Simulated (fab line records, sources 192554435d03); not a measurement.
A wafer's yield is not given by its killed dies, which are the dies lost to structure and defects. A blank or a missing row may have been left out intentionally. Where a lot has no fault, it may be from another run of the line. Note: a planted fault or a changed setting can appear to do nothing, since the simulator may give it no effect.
fab line records	flow n5-finfet
[record] lots = 6	wafers = 18	last-day = 17
route steps=1938 shown BEOL_M0_SAQP@680 BEOL_M4@1111
lots that met no fault: taken from a fault-free run of the same line
start-h: the number of hours between the record's first day and the start of the first shown wafer of the lot	wait-h: time in hours since the lot's previous step	" same as the row above	L1.1+2: several wafers, shown together as one row	- either no value or no given start	* or withheld: withheld	< > ~ a bound
route shown NAME@n: a module of which the file shows steps, and the number in the route of the first	usual: mean/standard deviation taken from wafers without a fault	same: alike in all rows	chamber/n: place in a boat	sites: readings site by site	_std_site: the values' standard deviation	_edge_site: outer sites' mean less inner sites'	radius-mm: how far each site lies from the wafer's centre	mask NAME#n: copy n	behind: the last tool/chamber to shape the wafer	hold: cause of the lot's hold/its duration in hours/its outcome	device: the n, p or np transistor that did not switch	end of line: tests of these same wafers at the route's end	where a step has no rows: the recipe by itself	killed: count of dies lost to structure and defects at first sort (not the wafer's yield)	map: dies across one wafer; x = killed, . = not, _ = none there
set.NAME: the setting as run; set.NAME@STEP: as run at that earlier step	model.NAME: the simulator's own value behind a step, which no gauge read
a table for each step, a row for each wafer; lots at some steps of the route
services: when a tool's chamber went out of use (start-h, in hours from the record's first day, below 0 if earlier), for how many hours, and the reason
[[steps]]
[step N5_BEOL_M0_SAQP_COAT_69]
[recipe] resist = SOC	temp-c = 250	time-s = 60	spin-rpm = 1500	resist-thk-nm = 90
[step N5_BEOL_M0_SAQP_COAT_72]
[recipe] resist = SiARC	temp-c = 220	time-s = 60	spin-rpm = 1500	resist-thk-nm = 15
[step N5_BEOL_M0_SAQP_COAT_87]
[recipe] resist = underlayer	temp-c = 205	time-s = 60	spin-rpm = 1500	resist-thk-nm = 5
[step N5_BEOL_M0_SAQP_COAT_34]
[recipe] resist = CAR-EUV	spin-rpm = 1500	resist-thk-nm = 30
[step N5_BEOL_M0_SAQP_EBR_36]
[recipe] solvent = PGMEA	ebr-width-mm = 1.5
[step N5_BEOL_M0_SAQP_SOFTBAKE_35]
[recipe] temp-c = 110	time-s = 60	resist = CAR-EUV
[step N5_BEOL_M0_SAQP_EXPOSE_37]
[recipe] mask-id = M0_CUT1	na = 0.33	source-shape = annular	sigma-inner = 0.35	sigma-outer = 0.8	polarization = unpolarized	target-cd-nm = 30	dose-mj = 44.75
[step N5_BEOL_M0_SAQP_PEB_38]
[recipe] peb-temp-c = 100	peb-time-s = 60	resist = CAR-EUV
[step N5_BEOL_M0_SAQP_DEVELOP_39]
[recipe] develop-time-s = 30	developer = TMAH	resist = CAR-EUV	rinse-liquid = surfactant-rinse	dry = air-spin	dev-temp-c = 23
[step N5_BEOL_M0_SAQP_CD_MEAS_40]
[recipe] target-cd-nm = 30	landing-energy-ev = 500	detector = se-inlens
[usual] cd-nm = 30.01/0.23
lot.wafer	tool	chamber	start-h	wait-h	cd-nm
L222.1	cd-sem-02	0	167.53	-	30.06
L222.2	"	0	"	"	29.86
L222.6	"	0	"	"	30.29
L221.2	cd-sem-03	0	167.57	-	29.76
L221.3	"	0	"	"	30.05
L221.6	"	0	"	"	30.19
L224.1	cd-sem-02	0	181.85	-	29.76
L224.2	"	0	"	"	29.81
L224.6	"	0	"	"	30.11
L226.4	cd-sem-02	0	192.44	-	29.84
L226.5	"	0	"	"	29.82
L226.6	"	0	"	"	29.59
L231.1	cd-sem-01	0	220.53	-	30.18
L231.3	"	0	"	"	29.74
L231.5	"	0	"	"	29.75
L235.3	cd-sem-03	0	246.26	-	29.88
L235.4	"	0	"	"	29.68
L235.6	"	0	"	"	29.99
[step N5_BEOL_M0_SAQP_OVL_MEAS_41]
[recipe] points-per-wafer = 522
[usual] M0_CUT1_OVL = -0.4/0.64
[same] points-per-wafer = 522
lot.wafer	tool	chamber	start-h	wait-h	M0_CUT1_OVL[nm]
L222.1	overlay-01	0	167.56	0.0	-0.8
L222.2	"	0	"	"	0.2
L222.6	"	0	"	"	-0.1
L221.2	overlay-02	0	167.61	0.0	0.4
L221.3	"	0	"	"	-0.5
L221.6	"	0	"	"	-0.5
L224.1	overlay-02	0	181.88	0.0	-0.8
L224.2	"	0	"	"	0.1
L224.6	"	0	"	"	1.0
L226.4	overlay-02	0	192.49	0.0	-0.2
L226.5	"	0	"	"	0.6
L226.6	"	0	"	"	-0.2
L231.1	overlay-01	0	220.56	0.0	-0.4
L231.3	"	0	"	"	-0.4
L231.5	"	0	"	"	-1.3
L235.3	overlay-01	0	246.30	0.0	-0.7
L235.4	"	0	"	"	-0.8
L235.6	"	0	"	"	-0.8
[step N5_BEOL_M0_SAQP_INSPECT_42]
[recipe] mode = adi	inspect-instrument = brightfield
[usual] raw-defect-count = 290/82
lot.wafer	tool	chamber	start-h	wait-h	raw-defect-count
L222.1	defect-inspect-02	-	167.62	0.1	381
L222.2	"	-	"	"	367
L222.6	"	-	"	"	324
L221.2	defect-inspect-01	-	167.66	0.0	383
L221.3	"	-	"	"	292
L221.6	"	-	"	"	372
L224.1	defect-inspect-01	-	181.94	0.1	206
L224.2	"	-	"	"	335
L224.6	"	-	"	"	176
L226.4	defect-inspect-02	-	192.53	0.0	365
L226.5	"	-	"	"	264
L226.6	"	-	"	"	230
L231.1	defect-inspect-02	-	220.63	0.1	185
L231.3	"	-	"	"	271
L231.5	"	-	"	"	415
L235.3	defect-inspect-01	-	246.35	0.0	627
L235.4	"	-	"	"	270
L235.6	"	-	"	"	291
[step N5_BEOL_M0_SAQP_DESCUM_45]
[recipe] chemistry = O2	time-s = 7	source-power-w = 50	bias-power-w = 20	pressure-mtorr = 20	rf-frequency-hz = 2.712e+07	temp-c = 40	resist = CAR-EUV	o2-flow-sccm = 225
[usual] drypump-motor-current-A = 5.8/0.36	oes-product-au = 0.78/0.078	rf-vpp-V = 242.9/1.6	showerhead-plenum-p-Torr = 2.08/0.083	throttle-valve-pct = 20.46/0.22
lot.wafer	tool	chamber	start-h	wait-h	drypump-motor-current-A	oes-product-au	rf-hours-counter-h	rf-vpp-V	showerhead-plenum-p-Torr	throttle-valve-pct	model.CAR-EUV_of_BEOL_M0_SAQP_COAT_34.thk-nm
L222.1	rie-diel-05	2	167.65	0.0	6.3	0.67	229	241.3	1.97	20.85	26.2
L222.2	"	3	"	"	5.3	0.73	190	242.6	1.99	20.65	26.2
L222.6	"	1	"	"	6.1	0.74	-	243.3	2.17	20.61	26.2
L221.2	rie-diel-06	1	167.69	0.0	6.3	0.91	26	245.3	2.23	20.30	26.2
L221.3	"	3	"	"	6.0	0.95	8	241.9	2.05	20.24	26.2
L221.6	"	0	"	"	5.8	0.81	-	241.7	2.03	20.17	26
L224.1	rie-diel-06	2	181.98	0.0	5.9	0.69	232	243.7	2.06	20.72	26
L224.2	"	1	"	"	6.4	0.90	30	245.7	2.23	20.32	26
L224.6	"	1	"	"	6.4	0.91	-	244.9	2.23	20.34	26
L226.4	rie-diel-05	0	192.56	0.0	5.9	0.85	57	242.5	2.03	20.15	26
L226.5	"	1	"	"	6.1	0.74	-	243.1	2.17	20.62	26.6
L226.6	"	2	"	"	6.4	0.68	-	242.3	1.97	20.86	26.8
L231.1	rie-diel-05	3	220.67	0.0	5.3	0.72	207	243.1	1.99	20.67	25.8
L231.3	"	1	"	"	6.1	0.73	186	243.8	2.17	20.64	26.6
L231.5	"	3	"	"	5.2	0.71	-	242.4	1.99	20.68	26.4
L235.3	rie-diel-06	0	246.38	0.0	5.8	0.78	139	241.3	2.02	20.22	26
L235.4	"	3	"	"	6.0	0.89	-	242.0	2.04	20.27	26
L235.6	"	1	"	"	6.4	0.88	-	244.9	2.23	20.36	26
[step N5_BEOL_M0_SAQP_ETCH_88]
[recipe] chemistry = N2/H2	target = underlayer	target-depth-a = 65	time-s = 5.2	ion-energy-ev = 200	mask-material = CAR-EUV	pressure-mtorr = 30	source-w = 840	bias-w = 150	n2-flow-sccm = 200	h2-flow-sccm = 200	ends = cleared
[usual] drypump-motor-current-A = 5.8/0.37	etch-rf-on-time-s = 5.21/0.067	h2-flow-sccm = 200.1/0.66	oes-product-au = 0.67/0.068	rf-vpp-V = 523.3/2.9	showerhead-plenum-p-Torr = 2.52/0.097	throttle-valve-pct = 17.90/0.24
lot.wafer	tool	chamber	start-h	wait-h	drypump-motor-current-A	etch-rf-on-time-s	h2-flow-sccm	oes-product-au	rf-hours-counter-h	rf-vpp-V	showerhead-plenum-p-Torr	throttle-valve-pct
L222.1	rie-diel-05	2	167.69	0.0	6.4	5.36	200.4	0.58	229	520.0	2.40	18.35
L222.2	"	3	"	"	5.3	5.25	198.7	0.62	190	520.7	2.43	18.12
L222.6	"	1	"	"	6.1	5.27	200.6	0.62	-	525.6	2.64	18.02
L221.2	rie-diel-06	1	167.73	0.0	6.4	5.14	200.3	0.78	26	526.6	2.71	17.79
L221.3	"	3	"	"	6.0	5.15	200.9	0.80	8	523.2	2.50	17.74
L221.6	"	0	"	"	5.8	5.21	200.9	0.68	-	521.7	2.45	17.51
L224.1	rie-diel-06	2	182.01	0.0	5.9	5.36	200.0	0.59	232	523.2	2.51	18.29
L224.2	"	1	"	"	6.3	5.14	199.7	0.77	30	528.4	2.70	17.80
L224.6	"	1	"	"	6.4	5.18	201.0	0.77	-	529.2	2.70	17.78
L226.4	rie-diel-05	0	192.59	0.0	5.9	5.25	200.7	0.72	57	522.2	2.48	17.54
L226.5	"	1	"	"	6.1	5.24	200.1	0.63	-	525.2	2.64	18.07
L226.6	"	2	"	"	6.4	5.28	199.7	0.58	-	522.4	2.40	18.37
L231.1	rie-diel-05	3	220.70	0.0	5.2	5.24	201.1	0.60	207	519.6	2.42	18.14
L231.3	"	1	"	"	6.1	5.22	198.9	0.62	186	525.5	2.64	18.07
L231.5	"	3	"	"	5.3	5.26	199.9	0.62	-	521.4	2.42	18.15
L235.3	rie-diel-06	0	246.41	0.0	5.8	5.19	200.3	0.65	139	521.7	2.44	17.56
L235.4	"	3	"	"	6.0	5.13	201.0	0.76	-	523.9	2.49	17.79
L235.6	"	1	"	"	6.3	5.14	198.7	0.75	-	524.4	2.70	17.85
[step N5_BEOL_M4_RC_MEAS_101]
[usual] DIBL_N = 36.2/1.4	DIBL_P = 36.1/1.5	IOFF_N = 0.153/0.02	IOFF_P = 0.215/0.03	ION_N = 672/8.6	ION_P = 463/6.8	SS_N = 71.5/0.47	SS_P = 73.3/0.57	VT_N = 250.6/2.4	VT_P = -249/3.2
lot.wafer	tool	chamber	start-h	wait-h	DIBL_N[mV/V]	DIBL_P[mV/V]	IOFF_N[nA/um]	IOFF_P[nA/um]	ION_N[uA/um]	ION_P[uA/um]	SS_N[mV/dec]	SS_P[mV/dec]	VT_N[mV]	VT_P[mV]
L222.1	prober-01	0	213.90	0.0	34.0	35.7	0.135	0.185	673	467	70.6	72.6	253.5	-251
L222.2	"	0	"	"	35.7	37.8	0.163	0.208	684	470	71.5	72.9	248.4	-250
L222.6	"	0	"	"	33.8	34.9	0.125	0.161	675	460	70.6	72.4	252.9	-252
L221.2	prober-02	0	219.82	0.2	35.8	36.5	0.136	0.194	660	450	71.9	73.3	252.8	-254
L221.3	"	0	"	"	35.6	37.2	0.150	0.212	675	469	71.8	73.2	250.4	-251
L221.6	"	0	"	"	36.1	37.8	0.153	0.216	671	468	71.8	73.2	253.2	-250
L224.1	prober-02	0	236.03	0.0	36.7	35.7	0.159	0.210	681	461	71.1	74.1	249.6	-250
L224.2	"	0	"	"	38.2	37.4	0.188	0.240	668	460	72.2	73.9	247.3	-249
L224.6	"	0	"	"	38.2	37.3	0.187	0.231	669	459	71.9	74.4	245.8	-248
L226.4	prober-02	0	244.86	0.5	36.4	36.2	0.140	0.184	677	460	70.6	73.4	251.7	-250
L226.5	"	0	"	"	37.4	36.9	0.154	0.184	672	450	71.6	73.0	251.1	-252
L226.6	"	0	"	"	36.2	36.8	0.147	0.192	674	462	71.9	73.4	254.1	-253
L231.1	prober-02	0	276.67	0.0	35.3	35.4	0.147	0.192	681	460	71.3	73.7	252.0	-251
L231.3	"	0	"	"	35.3	35.2	0.140	0.188	669	464	71.4	73.8	251.8	-250
L231.5	"	0	"	"	36.3	36.3	0.156	0.206	672	457	72.0	73.4	251.8	-252
L235.3	prober-02	0	296.38	0.3	34.8	34.6	0.134	0.198	654	459	71.3	73.3	251.4	-253
L235.4	"	0	"	"	34.8	34.2	0.133	0.192	668	460	70.8	73.5	252.2	-250
L235.6	"	0	"	"	34.9	34.3	0.140	0.189	670	464	71.2	73.7	251.2	-252
[[services]]
tool	chamber	start-h	hours	kind
rie-diel-05	2	154.96	3.7	repair
rie-diel-06	2	158.83	4.2	repair
rie-diel-06	1	212.61	5.3	repair
rie-diel-05	2	235.25	4.6	repair
rie-diel-05	2	240.09	-	clean
rie-diel-05	2	240.09	-	consumable-replace:focus-ring
rie-diel-05	2	240.09	-	consumable-replace:showerhead
rie-diel-05	2	240.09	13.4	scheduled-down
rie-diel-05	2	240.09	13.4	vent-cycle
rie-diel-06	2	246.36	-	clean
rie-diel-06	2	246.36	-	consumable-replace:focus-ring
rie-diel-06	2	246.36	27.1	scheduled-down
rie-diel-06	2	246.36	27.1	vent-cycle
[[key]]
first-sign none at tools or gauges
[model-effect] step = N5_BEOL_M0_SAQP_DESCUM_45	value = CAR-EUV_of_BEOL_M0_SAQP_COAT_34.thk-nm	without = 26	struck = 26.6
met-at N5_BEOL_M0_SAQP_DESCUM_45
struck-wafers L226.5,L226.6,L231.3,L231.5
[baseline-loss] step = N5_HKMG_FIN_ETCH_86	wafers = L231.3
onset-between 167.65 192.56
[fault] kind = process-parameter-drift	tool = rie-diel-05	chamber = -	onset-h = 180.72	steps = N5_BEOL_M0_SAQP_DESCUM_45	channel = time-s	offset = *	shape = step	end-h = 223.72	scope = struck-wafers-only	acts-in = *	stated = *
// baseline-loss: these wafers lose ten dies or more at that step, a loss of the line's own and not of a fault; the sort's usual values leave them out
